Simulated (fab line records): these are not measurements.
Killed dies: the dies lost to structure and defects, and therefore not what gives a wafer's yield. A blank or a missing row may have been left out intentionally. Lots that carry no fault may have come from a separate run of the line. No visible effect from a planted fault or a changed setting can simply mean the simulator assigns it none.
fab line records	flow n5-finfet
record lots=4	wafers=12	last-day=17
route steps=1938 shown BEOL_M4@1105 BEOL_M5@1112
lots that met no fault: from a run of the same line without faults
start-h: the number of hours between the record's first day and the start of the first shown wafer of the lot	wait-h: how many hours have passed since the lot's step before this one	" unchanged from the row above	L1.1+2: one row covering several wafers at once	- no value present, or no start provided	* or withheld: withheld	< > ~ a bound
route shown NAME@n: a module of which the file shows steps, and the number in the route of the first	usual: the fault-free wafers' mean and standard deviation	same: alike in all rows	chamber/n: place in a boat	sites: the reading at each site	_std_site: the standard deviation of these	_edge_site: the outer-site mean with the inner-site mean subtracted	radius-mm: for every site, how far away it sits from the centre of the wafer	mask NAME#n: copy n	behind: tool/chamber where the wafer was last shaped	hold: the reason the lot was held/the length of the hold in hours/how it ended	device: the n, p or np transistor that did not switch	end of line: the tests these same wafers got at the end of their route	a step without rows: its recipe alone	killed: not the wafer's yield, but the dies lost to structure and defects at the first sort	map: the dies of a wafer, with x for killed, . for not killed, _ for no die there
set.NAME: the setting as run; set.NAME@STEP: as run at that earlier step	model.NAME: the simulator's own value behind a step, which no gauge read
lots at some steps of the route; a table a step, a row a wafer
services: when a tool's chamber went out of use (start-h, in hours from the record's first day, below 0 if earlier), for how many hours, and the reason
## steps
# step N5_BEOL_M4_PRE_CLEAN_60
# recipe gas=NH3/H2	time-s=15	temp-c=*	rf-power-w=300
# step N5_BEOL_M4_CO_CAP_55
# recipe material=Co	target-thk-a=20	temp-c=200	precursor=CCTBA/H2	pressure-torr=30	time-s=102.1
# step N5_BEOL_M4_PRE_CLEAN_56
# recipe gas=NH3	time-s=15	temp-c=withheld	rf-power-w=300
# step N5_BEOL_M4_DEP_57
# recipe material=SiCN	target-thk-a=80	temp-c=withheld	precursor=3MS/NH3	pressure-torr=3	rf-w=202	time-s=14
# step N5_BEOL_M5_ILD_DEP_00
# recipe material=SiCOH_lowk	target-thk-a=1406.4	temp-c=300	precursor=DEMS/porogen	pressure-torr=5	rf-w=500	time-s=25.9
# step N5_BEOL_M5_CURE_79
# recipe temp-c=385	time-s=240	ambient=He/Ar	material=SiCOH_lowk
# step N5_BEOL_M5_PECVD_70
# recipe material=SiO2	target-thk-a=160	temp-c=400	precursor=TEOS/O2	pressure-torr=5.5	rf-w=450	teos-flow-sccm=53.8	gas=O2	flow-sccm=3000	time-s=18
# step N5_BEOL_M5_HM_DEP_02
# recipe material=TiN	target-thk-a=200	temp-c=25	chamber-pressure-pa=0.49996
# step N5_BEOL_M5_COAT_59
# recipe resist=SOC	temp-c=250	time-s=60	spin-rpm=1500	resist-thk-nm=60
# usual spin-speed-rpm=1500.1/1.1
# same time-s=60
lot.wafer	tool	chamber	start-h	wait-h	spin-speed-rpm	model.SOC_of_BEOL_M5_COAT_59.thk-nm
L568.3	litho-track-03	0	251.92	0.1	1499.8	60
L568.5	"	0	"	"	1500.3	60
L568.6	"	0	"	"	1500.8	60.4
L571.1	litho-track-03	0	275.34	0.1	1010.0	73
L571.3	"	0	"	"	1011.3	73.4
L571.5	"	0	"	"	1010.0	73.2
L572.1	litho-track-03	0	279.24	0.1	1010.0	73.4
L572.2	"	0	"	"	1009.7	73.2
L572.4	"	0	"	"	1009.9	73
L580.2	litho-track-05	0	321.02	0.1	1499.6	60
L580.4	"	0	"	"	1500.2	60
L580.6	"	0	"	"	1501.7	60
# step N5_BEOL_M5_COAT_60
# recipe resist=SiARC	temp-c=220	time-s=60	spin-rpm=1500	resist-thk-nm=12
# step N5_BEOL_M5_COAT_71
# recipe resist=underlayer	temp-c=205	time-s=60	spin-rpm=1500	resist-thk-nm=5
# step N5_BEOL_M5_COAT_05
# recipe resist=CAR-EUV	spin-rpm=1500	resist-thk-nm=30
# step N5_BEOL_M5_EBR_07
# recipe solvent=PGMEA	ebr-width-mm=1.5
# step N5_BEOL_M5_SOFTBAKE_06
# recipe temp-c=110	time-s=60	resist=CAR-EUV
# step N5_BEOL_M5_EXPOSE_08
# recipe mask-id=M5	na=0.33	source-shape=annular	sigma-inner=0.4	sigma-outer=0.8	polarization=unpolarized	target-cd-nm=28	dose-mj=35.75
# step N5_BEOL_M5_PEB_09
# recipe peb-temp-c=100	peb-time-s=60	resist=CAR-EUV
# step N5_BEOL_M5_DEVELOP_10
# recipe develop-time-s=30	developer=TMAH	resist=CAR-EUV	rinse-liquid=surfactant-rinse	dry=air-spin	dev-temp-c=23
# step N5_BEOL_M5_DESCUM_16
# recipe chemistry=O2	time-s=7	source-power-w=50	bias-power-w=20	pressure-mtorr=20	rf-frequency-hz=2.712e+07	temp-c=40	resist=CAR-EUV	o2-flow-sccm=225
# step N5_BEOL_M5_ETCH_72
# recipe chemistry=N2/H2	target=underlayer	target-depth-a=65	mask-material=CAR-EUV	time-s=5.2	ion-energy-ev=200	pressure-mtorr=30	source-w=840	bias-w=150	n2-flow-sccm=200	h2-flow-sccm=200	ends=cleared
# step N5_BEOL_M5_ETCH_61
# recipe chemistry=CF4	target=SiARC	target-depth-a=156	mask-material=CAR-EUV	time-s=26	ion-energy-ev=80	pressure-mtorr=40	source-w=545	bias-w=36	Ar_flow_sccm=100	cf4-flow-sccm=100	ends=cleared
# step N5_BEOL_M5_ETCH_62
# recipe chemistry=N2/H2	target=SOC	target-depth-a=750	overetch-a=150	mask-material=SiARC	temp-c=40	time-s=112.5	ion-energy-ev=200	pressure-mtorr=30	source-w=840	bias-w=150	n2-flow-sccm=200	h2-flow-sccm=200
# usual drypump-motor-current-A=5.80/0.26	oes-product-au=0.62/0.061	rf-vpp-V=523.3/2.6	showerhead-plenum-p-Torr=2.52/0.082	throttle-valve-pct=17.7/0.32
# same time-s=112.5
lot.wafer	tool	chamber	start-h	wait-h	drypump-motor-current-A	oes-product-au	rf-hours-counter-h	rf-vpp-V	showerhead-plenum-p-Torr	throttle-valve-pct	model.etch.depth-nm
L568.3	rie-diel-06	0	252.51	0.0	5.91	0.58	166	526.4	2.63	17.9	60
L568.5	"	2	"	"	6.00	0.58	-	521.6	2.46	18.2	60.05
L568.6	"	1	"	"	6.28	0.57	-	518.5	2.42	17.7	60.36
L571.1	rie-diel-05	3	275.93	0.0	5.76	0.70	114	520.8	2.46	17.5	73.08
L571.3	"	0	"	"	5.78	0.63	213	523.0	2.50	17.9	73.37
L571.5	"	2	"	"	5.67	0.86	-	523.1	2.50	17.7	73.25
L572.1	rie-diel-01	3	279.83	0.0	5.83	0.78	29	525.6	2.56	17.2	73.33
L572.2	"	0	"	"	5.65	0.70	98	521.0	2.46	17.4	73.16
L572.4	"	1	"	"	6.13	0.71	92	524.6	2.58	18.0	73.01
L580.2	rie-diel-06	0	321.79	0.0	5.90	0.57	184	525.5	2.62	18.0	60.09
L580.4	"	2	"	"	6.00	0.57	158	521.8	2.46	18.2	60.02
L580.6	"	1	"	"	6.26	0.56	-	519.6	2.41	17.7	60.04
# step N5_BEOL_M5_STRIP_63
# recipe chemistry=N2/H2	temp-c=40	n2-flow-sccm=200	h2-flow-sccm=200	rf-frequency-hz=6e+07
# step N5_BEOL_M5_STRIP_73
# recipe chemistry=N2/H2	temp-c=40	n2-flow-sccm=200	h2-flow-sccm=200	rf-frequency-hz=6e+07
# step N5_BEOL_M5_STRIP_64
# recipe chemistry=CF4	resist=SiARC	power-w=300	bias-power-w=75	pressure-mtorr=50	cf4-flow-sccm=150	rf-frequency-hz=6e+07
# step N5_BEOL_M5_HM_OPEN_17
# recipe chemistry=Cl2/BCl3	target-depth-a=200	overetch-a=60	target=TiN	mask-material=SOC	ion-energy-ev=150	pressure-mtorr=10	icp-w=1000	bias-w=126	Cl2_flow_sccm=53.25	bcl3-flow-sccm=21.75	Ar_flow_sccm=25
# usual drypump-motor-current-A=5.7/0.38	he-backside-leak-sccm=3.41/0.2	oes-product-au=0.71/0.073	throttle-valve-pct=22.19/0.27
lot.wafer	tool	chamber	start-h	wait-h	drypump-motor-current-A	he-backside-leak-sccm	oes-product-au	rf-hours-counter-h	throttle-valve-pct	model.SOC_of_BEOL_M5_COAT_59.thk-nm
L568.3	rie-metal-01	0	252.71	0.1	5.6	3.49	0.70	-	22.08	52.2
L568.5	"	0	"	"	5.6	3.45	0.70	-	22.08	52.4
L568.6	"	1	"	"	6.0	3.32	0.77	-	22.24	53
L571.1	rie-metal-01	0	276.10	0.0	5.6	3.21	0.68	24	22.09	65.2
L571.3	"	0	"	"	5.6	3.26	0.67	-	22.09	65.4
L571.5	"	0	"	"	5.6	3.28	0.67	-	22.11	65.4
L572.1	rie-metal-02	1	280.00	0.0	4.8	3.44	0.57	85	22.49	65
L572.2	"	0	"	"	5.8	3.38	0.81	2	22.32	64.8
L572.4	"	1	"	"	4.8	3.59	0.56	-	22.48	64.8
L580.2	rie-metal-02	1	321.96	0.0	4.8	3.69	0.56	89	22.49	52
L580.4	"	1	"	"	4.8	3.66	0.55	-	22.48	51.8
L580.6	"	0	"	"	5.8	3.27	0.78	-	22.35	51.8
# step N5_BEOL_M5_STRIP_19
# recipe chemistry=O2	power-w=400	temp-c=40	pressure-mtorr=30	rf-frequency-hz=6e+07	bias-power-w=0	overash-fraction=0.2	o2-flow-sccm=225
## services
tool	chamber	start-h	hours	kind
rie-metal-02	0	229.49	-	clean
rie-metal-02	0	229.49	16.1	scheduled-down
rie-metal-02	0	229.49	16.1	vent-cycle
rie-diel-01	3	231.16	2.1	repair
rie-diel-01	1	243.55	4.0	repair
rie-diel-05	2	245.07	-	clean
rie-diel-05	2	245.07	-	consumable-replace:focus-ring
rie-diel-05	2	245.07	17.8	scheduled-down
rie-diel-05	2	245.07	17.8	vent-cycle
rie-diel-05	2	283.64	2.9	repair
rie-diel-05	2	290.80	7.5	repair
rie-metal-02	0	304.83	6.8	repair
rie-diel-01	2	321.42	-	clean
rie-diel-01	2	321.42	-	consumable-replace:focus-ring
rie-diel-01	2	321.42	26.0	scheduled-down
rie-diel-01	2	321.42	26.0	vent-cycle
## key
first-sign step=N5_BEOL_M5_COAT_59	reading=spin-speed-rpm	direction=down	sigmas=99+	usual=*	struck=*
effect none on later readings
model-effect step=N5_BEOL_M5_COAT_59	value=SOC_of_BEOL_M5_COAT_59.thk-nm	without=60.1	struck=73.2
model-effect step=N5_BEOL_M5_ETCH_62	value=etch.depth-nm	without=60.08	struck=73.2
model-effect step=N5_BEOL_M5_HM_OPEN_17	value=SOC_of_BEOL_M5_COAT_59.thk-nm	without=52.03	struck=65.1
met-at N5_BEOL_M5_COAT_59
struck-wafers L571.1,L571.3,L571.5,L572.1,L572.2,L572.4
onset-between 251.92 275.34
fault kind=process-parameter-drift	tool=litho-track-03	chamber=-	onset-h=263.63	steps=N5_BEOL_M5_COAT_59	channel=spin-rpm	offset=*	shape=step	end-h=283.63	acts-in=*	stated=*
